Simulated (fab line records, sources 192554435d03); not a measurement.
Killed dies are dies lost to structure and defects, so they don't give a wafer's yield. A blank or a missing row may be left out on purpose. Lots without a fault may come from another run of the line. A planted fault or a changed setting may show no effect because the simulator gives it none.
fab line records | flow n5_finfet
record lots=5 wafers=15 last_day=18
route steps=1938 shown BEOL_M5@1160 PASSIVATION@1936
lots that met no fault: from a run of the same line without faults
start_h: hours from the record's first day to the start of the lot's first wafer shown | wait_h: hours since the lot's step before | " the same as in the row above | L1.1+2: a row that stands for several wafers | - no value, or no start given | * or withheld: withheld | < > ~ a bound
route shown NAME@n: a module of which the file shows steps, and the number in the route of the first | usual: mean/standard deviation of fault-free wafers | same: alike in all rows | chamber/n: place in a boat | sites: the reading at each site | _std_site: their standard deviation | _edge_site: outer sites' mean less inner sites' | radius_mm: how far each site lies from the wafer's centre | mask NAME#n: copy n | behind: the tool/chamber that last shaped the wafer | hold: why the lot was held/for how many hours/how that ended | device: the transistor (n, p or np) that didn't switch | end of line: the same wafers' tests at the end of the route | a step without rows: its recipe alone | killed: dies lost to structure and defects at the first sort, not the wafer's yield | map: a wafer's dies, x killed, . not, _ none there
set.NAME: the setting as run; set.NAME@STEP: as run at that earlier step | model.NAME: the simulator's own value behind a step, which no gauge read
lots at some steps of the route; a table a step, a row a wafer
services: from which hour (start_h, from the record's first day; less than 0 if before it) a tool's chamber was out of use, for how many hours, and why
## steps
# step N5_BEOL_M5_TRENCH_ETCH_37
# recipe chemistry=C4F6/O2 target_depth_a=716.52 target=SiCOH_lowk time_s=24.7 ion_energy_ev=250 pressure_mtorr=30 source_w=345 bias_w=185 Ar_flow_sccm=300 C4F6_flow_sccm=10 O2_flow_sccm=10
# usual drypump_motor_current_A=5.80/0.25 oes_f_703_au=0.77/0.082 oes_product_au=0.78/0.081 rf_vpp_V=665/11 showerhead_plenum_p_Torr=2.86/0.088 throttle_valve_pct=20.90/0.29
# columns lot.wafer tool chamber start_h wait_h drypump_motor_current_A oes_f_703_au oes_product_au rf_hours_counter_h rf_vpp_V showerhead_plenum_p_Torr throttle_valve_pct
L758.1 rie_diel-06 2 - - 5.81 0.75 0.76 167 679 2.83 21.02
L758.2 " 1 " " 5.42 0.78 0.75 158 666 2.93 20.86
L758.4 " 0 " " 6.11 0.70 0.72 214 653 2.84 21.15
L760.1 rie_diel-06 1 - - 5.41 0.78 0.75 162 666 2.93 20.89
L760.2 " 2 " " 5.85 0.74 0.74 171 677 2.83 21.02
L760.4 " 0 " " 6.08 0.70 0.71 218 652 2.84 21.17
L763.2 rie_diel-05 1 - - 5.91 0.68 0.69 222 669 2.94 21.32
L763.4 " 0 " " 5.63 0.88 0.92 15 680 2.91 20.45
L763.5 " 3 " " 5.63 0.89 0.88 - 667 2.89 20.86
L769.2 rie_diel-06 1 - - 5.40 0.76 0.74 178 665 2.93 20.88
L769.3 " 3 " " 5.86 0.85 0.84 78 656 2.76 20.53
L769.6 " 1 " " 5.39 0.76 0.73 - 666 2.93 20.92
L778.1 rie_diel-06 2 - - 5.84 0.72 0.73 194 678 2.82 21.06
L778.3 " 0 " " 6.11 0.68 0.68 241 652 2.83 21.18
L778.5 " 3 " " 5.88 0.84 0.81 - 653 2.75 20.53
# step N5_BEOL_M5_ETCH_41
# recipe chemistry=CH3F/O2 target=SiCN target_depth_a=315 taper_deg=2 time_s=56.7 ion_energy_ev=120 mask_material=TiN pressure_mtorr=30 source_w=395 bias_w=75 Ar_flow_sccm=150 CH3F_flow_sccm=30 O2_flow_sccm=20
# step N5_BEOL_M5_STRIP_91
# recipe chemistry=N2/H2 time_s=10 power_w=450 temp_c=40 pressure_mtorr=20 rf_frequency_hz=6e+07 bias_power_w=7 n2_flow_sccm=200 h2_flow_sccm=200
# usual drypump_motor_current_A=5.81/0.25 oes_product_au=0.78/0.082 rf_vpp_V=59.1/0.89 showerhead_plenum_p_Torr=2.55/0.081 throttle_valve_pct=23.6/0.41
# columns lot.wafer tool chamber start_h wait_h drypump_motor_current_A oes_product_au rf_hours_counter_h rf_vpp_V showerhead_plenum_p_Torr throttle_valve_pct
L758.1 rie_diel-06 2 - - 5.83 0.75 167 59.3 2.54 24.1
L758.2 " 1 " " 5.42 0.76 158 59.9 2.64 23.9
L758.4 " 0 " " 6.08 0.70 214 60.1 2.50 23.5
L760.1 rie_diel-06 1 - - 5.43 0.76 162 60.0 2.64 24.0
L760.2 " 2 " " 5.84 0.75 171 59.9 2.54 24.1
L760.4 " 0 " " 6.09 0.71 218 59.0 2.50 23.5
L763.2 rie_diel-05 1 - - 5.92 0.70 222 59.4 2.62 24.1
L763.4 " 0 " " 5.65 0.94 15 60.5 2.59 23.2
L763.5 " 3 " " 5.64 0.87 - 58.0 2.57 23.5
L769.2 rie_diel-06 1 - - 5.43 0.74 178 59.3 2.63 24.0
L769.3 " 3 " " 5.87 0.84 78 59.9 2.45 23.0
L769.6 " 1 " " 5.42 0.75 - 59.5 2.63 24.0
L778.1 rie_diel-06 2 - - 5.81 0.73 194 59.6 2.53 24.1
L778.3 " 0 " " 6.11 0.68 241 59.2 2.49 23.6
L778.5 " 3 " " 5.86 0.82 - 58.7 2.45 23.0
# step N5_BEOL_M5_OCD_MEAS_38
# usual trench_depth_nm=71.5/1.2
# columns lot.wafer tool chamber start_h wait_h trench_depth_nm
L758.1 ocd-02 - 194.13 - 72.5
L758.2 " - " " 71.5
L758.4 " - " " 72.2
L760.1 ocd-01 - 203.80 - 72.1
L760.2 " - " " 71.9
L760.4 " - " " 71.7
L763.2 ocd-01 - 223.89 - 71.4
L763.4 " - " " 71.6
L763.5 " - " " 73.7
L769.2 ocd-01 - 254.07 - 71.1
L769.3 " - " " 72.4
L769.6 " - " " 71.8
L778.1 ocd-02 - 316.76 - 72.3
L778.3 " - " " 68.9
L778.5 " - " " 70.3
# step N5_BEOL_M5_HM_STRIP_39
# recipe chemistry=peroxide_tin_strip material=TiN target_depth_a=250 temp_c=50 time_s=158
# step N5_BEOL_M5_SRD_40
# recipe time_s=30 temp_c=23 rinse_liquid=diw dry=ipa_marangoni
# step N5_BEOL_M5_PRECLEAN_42
# recipe chemistry=residue_remover time_s=60 temp_c=40
# step N5_BEOL_M5_SRD_43
# recipe time_s=30 temp_c=23 rinse_liquid=diw dry=ipa_marangoni
# step N5_BEOL_M5_CD_MEAS_35
# recipe target_cd_nm=28 target_cd_y_nm=24 polarity=opening
# usual cd_nm=28.0/0.41
# columns lot.wafer tool chamber start_h wait_h cd_nm
L758.1 cd_sem-03 - 194.29 0.0 28.1
L758.2 " - " " 27.9
L758.4 " - " " 28.1
L760.1 cd_sem-02 - 203.98 0.0 27.7
L760.2 " - " " 27.4
L760.4 " - " " 28.4
L763.2 cd_sem-01 - 224.08 0.0 27.2
L763.4 " - " " 27.7
L763.5 " - " " 28.2
L769.2 cd_sem-02 - 254.24 0.0 27.6
L769.3 " - " " 28.4
L769.6 " - " " 27.8
L778.1 cd_sem-03 - 316.91 0.0 28.0
L778.3 " - " " 27.9
L778.5 " - " " 28.4
# step N5_BEOL_M5_CURE_80
# recipe temp_c=370 time_s=120 ambient=DMADMS/He material=SiCOH_lowk
# usual lamp_power_pct=52.32/0.053 wafer_temp_C_max=371.9/0.79
# columns lot.wafer tool chamber start_h wait_h lamp_power_pct wafer_temp_C_max
L758.1 uv_cure-02 0 194.33 0.0 52.35 372.6
L758.2 " 0 " " 52.36 373.2
L758.4 " 0 " " 52.25 374.3
L760.1 uv_cure-02 2 204.02 0.0 52.27 371.7
L760.2 " 2 " " 52.21 372.1
L760.4 " 2 " " 52.27 371.8
L763.2 uv_cure-03 1 224.17 0.1 52.32 371.8
L763.4 " 1 " " 52.30 371.5
L763.5 " 1 " " 52.25 371.5
L769.2 uv_cure-03 0 254.33 0.1 52.31 372.0
L769.3 " 0 " " 52.32 371.2
L769.6 " 0 " " 52.19 372.1
L778.1 uv_cure-02 2 316.95 0.0 52.36 372.2
L778.3 " 2 " " 52.31 372.3
L778.5 " 2 " " 52.32 372.1
# step N5_BEOL_M5_DEGAS_44
# recipe ambient=vacuum temp_c=250 time_s=60
# usual heater_power_w=331/33
# columns lot.wafer tool chamber start_h wait_h heater_power_w
L758.1 pvd_sputter-01 - 195.23 0.9 341
L758.2 " - " " 295
L758.4 " - " " 313
L760.1 pvd_sputter-03 - 204.35 0.3 404
L760.2 " - " " 302
L760.4 " - " " 316
L763.2 pvd_sputter-01 - 224.72 0.5 337
L763.4 " - " " 359
L763.5 " - " " 351
L769.2 pvd_sputter-03 - 254.83 0.5 311
L769.3 " - " " 414
L769.6 " - " " 351
L778.1 pvd_sputter-02 - 317.94 0.9 285
L778.3 " - " " 323
L778.5 " - " " 282
# step N5_BEOL_M5_PRE_CLEAN_45
# recipe gas=H2/He time_s=30 temp_c=250
# usual heater_power_w=330/32
# columns lot.wafer tool chamber start_h wait_h heater_power_w
L758.1 pvd_sputter-01 - 195.27 0.0 343
L758.2 " - " " 304
L758.4 " - " " 310
L760.1 pvd_sputter-03 - 204.39 0.0 416
L760.2 " - " " 292
L760.4 " - " " 315
L763.2 pvd_sputter-01 - 224.76 0.0 344
L763.4 " - " " 358
L763.5 " - " " 354
L769.2 pvd_sputter-03 - 254.87 0.0 305
L769.3 " - " " 402
L769.6 " - " " 346
L778.1 pvd_sputter-02 - 317.98 0.0 279
L778.3 " - " " 327
L778.5 " - " " 289
# step N5_BEOL_M5_ALD_86
# recipe material=TaN target_thk_a=* temp_c=275 ald_precursor_family=PDMAT ald_co_reactant=NH3 pressure_torr=3 carrier_flow_sccm=1500 pulse_time_s=2 purge_time_s=3 co_reactant_purge_time_s=2 co_reactant_pulse_time_s=3 ald_cycles=30 precursor_vessel_temp_c=75 precursor_vessel_pressure_torr=26.25 precursor_vessel_carrier_sccm=1000
# usual chamber_pressure_Torr=3.000/0.0065 co_reactant_pulse_time_s=3/0 heater_power_w=409/42 precursor_vessel_pressure_torr=26.25/0.049 precursor_vessel_temp_c=75.01/0.11
# columns lot.wafer tool chamber start_h wait_h chamber_pressure_Torr co_reactant_pulse_time_s heater_power_w precursor_vessel_pressure_torr precursor_vessel_temp_c
L758.1 ald_metal-01 2 195.35 0.1 2.995 3 391 26.23 74.97
L758.2 " 0 " " 3.002 3 466 26.39 75.01
L758.4 " 1 " " 2.999 3 390 26.20 75.01
L760.1 ald_metal-02 2 204.53 0.1 3.000 3 360 26.24 74.84
L760.2 " 3 " " 2.998 3 438 26.26 74.94
L760.4 " 1 " " 3.012 3 374 26.09 74.85
L763.2 ald_metal-02 1 224.82 0.0 3.001 2.8081 382 26.19 75.12
L763.4 " 3 " " 2.998 2.8081 427 26.25 75.14
L763.5 " 1 " " 2.997 3 372 26.22 74.98
L769.2 ald_metal-01 2 255.07 0.2 2.994 3 381 26.24 75.03
L769.3 " 3 " " 2.996 3 443 26.27 74.96
L769.6 " 3 " " 2.991 3 452 26.29 74.89
L778.1 ald_metal-03 0 318.27 0.3 3.000 3 364 26.28 74.85
L778.3 " 3 " " 2.994 3 376 26.25 75.22
L778.5 " 1 " " 2.994 3 394 26.26 74.86
# step N5_BEOL_M5_SURFACE_TREAT_87
# recipe gas=Ar time_s=* ion_energy_ev=* ion_current_ma_cm2=0.5 pressure_mtorr=* ar_flow_sccm=30
# step N5_PASSIVATION_PROBE_49
# usual defect_limited_yield=91.5/1.5 killed_at_M0_to_M3=33/10 killed_at_M4_up=15/6.4 killed_at_contacts=12/5.4 killed_at_front_end=38/9.8 killed_at_other=4/3.1 killed_dies=101/18 killed_open=67/14 killed_short=33/7.9 sort_bin_5_function=5.0/1 sort_bin_6_memory=3.2/0.67 sort_n_pass=1079/18 sort_yield_pct=91.5/1.5
# same gross_dies=1180 killed_at_back_side=0 sort_bin_4_leakage[%]=0 sort_bin_8_speed[%]=0
# columns lot.wafer tool chamber start_h wait_h defect_limited_yield[%] killed_at_M0_to_M3 killed_at_M4_up killed_at_contacts killed_at_front_end killed_at_other killed_dies killed_open killed_short sort_bin_5_function[%] sort_bin_6_memory[%] sort_n_pass sort_yield_pct[%]
L760.1 prober-01 - 296.78 0.0 91.9 26 13 6 47 4 96 73 23 4.6 3.5 1084 91.9
L760.2 prober-01 - 296.83 0.1 92.5 38 5 9 35 2 89 59 30 3.6 3.5 1091 92.5
L760.4 prober-01 - 296.93 0.2 88.9 31 23 8 65 4 131 91 40 6.4 4.5 1049 88.9
L763.2 prober-02 - 330.87 0.1 90.1 40 26 6 42 3 117 82 29 6.3 3.2 1063 90.1
L763.4 prober-02 - 330.97 0.2 90.0 46 26 7 35 4 118 69 48 5.8 4.1 1062 90.0
L763.5 prober-02 - 331.02 0.2 88.0 57 32 15 37 1 142 102 40 8.0 3.6 1038 88.0
L769.2 prober-01 - 388.37 0.1 93.6 32 8 8 24 3 75 48 25 4.1 1.9 1105 93.6
L769.3 prober-01 - 388.42 0.1 94.1 24 9 4 29 4 70 52 15 3.6 2.1 1110 94.1
L769.6 prober-01 - 388.57 0.3 93.1 30 15 14 22 1 82 54 28 4.3 2.4 1098 93.1
L778.1 prober-02 - 424.32 0.0 92.5 24 12 7 46 0 89 64 24 5.0 2.3 1091 92.5
L778.3 prober-02 - 424.42 0.1 91.5 43 6 10 38 3 100 66 34 4.5 3.8 1080 91.5
L778.5 prober-02 - 424.52 0.2 92.8 16 10 11 47 1 85 57 27 4.0 3.1 1095 92.8
# killed by level:class
L760.1 STI_FIN_REVEAL:geometric_particle:open=19 BEOL_M4:geometric_particle:open=8 BEOL_M2:geometric_particle:open=7 BEOL_M1:geometric_particle:open=6 BEOL_M3:geometric_particle:open=6 STARTING-WAFER:geometric_particle:open=5 SPACER0:geometric_particle:open=4 MOL_CONTACT_COAG:geometric_particle:open=4
L760.2 BEOL_M1:geometric_particle:open=9 BEOL_M2:geometric_particle:open=9 FIN_SAQP:geometric_particle:short=7 STI_FIN_REVEAL:geometric_particle:open=7 BEOL_M0_SAQP:geometric_particle:short=7 MOL_CONTACT_COAG:geometric_particle:open=6 DUMMY_GATE:geometric_particle:open=5 BEOL_M0_SAQP:geometric_particle:open=5
L760.4 FIN_SAQP:geometric_particle:short=19 STI_FIN_REVEAL:geometric_particle:open=14 BEOL_M2:geometric_particle:open=10 BEOL_M4:geometric_particle:open=10 MOL_CONTACT_COAG:geometric_particle:open=7 BEOL_M0_SAQP:geometric_particle:open=7 BEOL_M3:geometric_particle:open=6 FIN_SAQP:geometric_particle:open=5
L763.2 BEOL_M3:geometric_particle:open=20 BEOL_M4:geometric_particle:open=15 FIN_SAQP:geometric_particle:open=10 BEOL_M0_SAQP:geometric_particle:short=8 FIN_SAQP:geometric_particle:short=7 MOL_CONTACT_COAG:geometric_particle:open=6 BEOL_M0_SAQP:geometric_particle:open=5 DUMMY_GATE:geometric_particle:open=4
L763.4 BEOL_M0_SAQP:geometric_particle:short=24 BEOL_M4:geometric_particle:open=14 FIN_SAQP:geometric_particle:short=12 STI_FIN_REVEAL:geometric_particle:open=10 BEOL_M0_SAQP:geometric_particle:open=8 MOL_CONTACT_COAG:geometric_particle:open=6 BEOL_M3:geometric_particle:open=6 FIN_SAQP:geometric_particle:open=5
L763.5 BEOL_M4:geometric_particle:open=18 BEOL_M0_SAQP:geometric_particle:open=16 MOL_CONTACT_COAG:geometric_particle:open=14 BEOL_M3:geometric_particle:open=14 BEOL_M0_SAQP:geometric_particle:short=10 BEOL_M1:geometric_particle:open=10 FIN_SAQP:geometric_particle:short=7 FIN_SAQP:geometric_particle:open=6
L769.2 BEOL_M3:geometric_particle:open=10 STI_FIN_REVEAL:geometric_particle:open=7 BEOL_M2:geometric_particle:open=7 FIN_SAQP:geometric_particle:short=5 MOL_CONTACT_COAG:geometric_particle:open=5 BEOL_M0_SAQP:geometric_particle:short=4 MOL_CONTACT_COAG:geometric_particle:short=3 BEOL_M0_SAQP:geometric_particle:open=3
L769.3 BEOL_M0_SAQP:geometric_particle:open=8 FIN_SAQP:geometric_particle:short=6 BEOL_M3:geometric_particle:open=6 FIN_SAQP:geometric_particle:open=5 ILD0:geometric_particle:open=5 MOL_CONTACT_COAG:geometric_particle:open=4 BEOL_M2:geometric_particle:open=4 BEOL_M4:geometric_particle:open=4
L769.6 MOL_CONTACT_COAG:geometric_particle:open=12 BEOL_M4:geometric_particle:open=11 BEOL_M3:geometric_particle:open=7 BEOL_M0_SAQP:geometric_particle:short=6 GATE_CUT:geometric_particle:short=5 BEOL_M0_SAQP:geometric_particle:open=5 ILD0:geometric_particle:open=4 BEOL_M1:geometric_particle:open=3
L778.1 FIN_SAQP:geometric_particle:short=10 BEOL_M3:geometric_particle:open=8 MOL_CONTACT_COAG:geometric_particle:open=7 FIN_SAQP:geometric_particle:open=5 STI_FIN_REVEAL:geometric_particle:open=5 DUMMY_GATE:geometric_particle:open=5 BEOL_M2:geometric_particle:open=5 BEOL_M4:geometric_particle:open=5
L778.3 BEOL_M1:geometric_particle:open=10 BEOL_M0_SAQP:geometric_particle:open=10 FIN_SAQP:geometric_particle:short=9 FIN_SAQP:geometric_particle:open=9 MOL_CONTACT_COAG:geometric_particle:open=9 BEOL_M0_SAQP:geometric_particle:short=8 BEOL_M3:geometric_particle:open=8 BEOL_M4:geometric_particle:open=5
L778.5 FIN_SAQP:geometric_particle:open=9 MOL_CONTACT_COAG:geometric_particle:open=8 STI_FIN_REVEAL:geometric_particle:open=6 DUMMY_GATE:geometric_particle:open=5 STARTING-WAFER:geometric_particle:open=5 FIN_SAQP:geometric_particle:short=4 MOL_CONTACT_COAG:geometric_particle:short=3 ILD0:geometric_particle:short=3
## services
# columns tool chamber start_h hours kind
uv_cure-02 - 180.62 1.0 pm
rie_diel-05 3 199.25 6.7 repair
rie_diel-05 - 215.61 0.7 repair
rie_diel-05 3 239.24 9.6 repair
rie_diel-06 2 252.13 10.8 repair
rie_diel-06 0 256.55 7.3 repair
rie_diel-06 1 257.61 3.4 repair
rie_diel-05 - 264.84 14.6 pm
uv_cure-02 - 271.07 1.5 repair
pvd_sputter-01 - 272.12 7.8 repair
uv_cure-03 - 290.46 0.3 repair
rie_diel-06 3 291.33 1.9 repair
ald_metal-01 - 298.52 1.6 repair
ald_metal-03 - 303.01 6.0 pm
rie_diel-05 1 312.03 4.2 repair
## key
first_sign step=N5_BEOL_M5_ALD_86 reading=co_reactant_pulse_time_s direction=down sigmas=99+ usual=* struck=*
effect none on later readings
met_at N5_BEOL_M5_ALD_86
struck_wafers L763.2,L763.4
onset_between 204.53 224.82
fault kind=process_parameter_drift tool=ald_metal-02 chamber=- onset_h=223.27 steps=N5_BEOL_M5_ALD_86 channel=co_reactant_pulse_time_s offset=* shape=step end_h=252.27 scope=struck_wafers_only acts_in=* stated=*
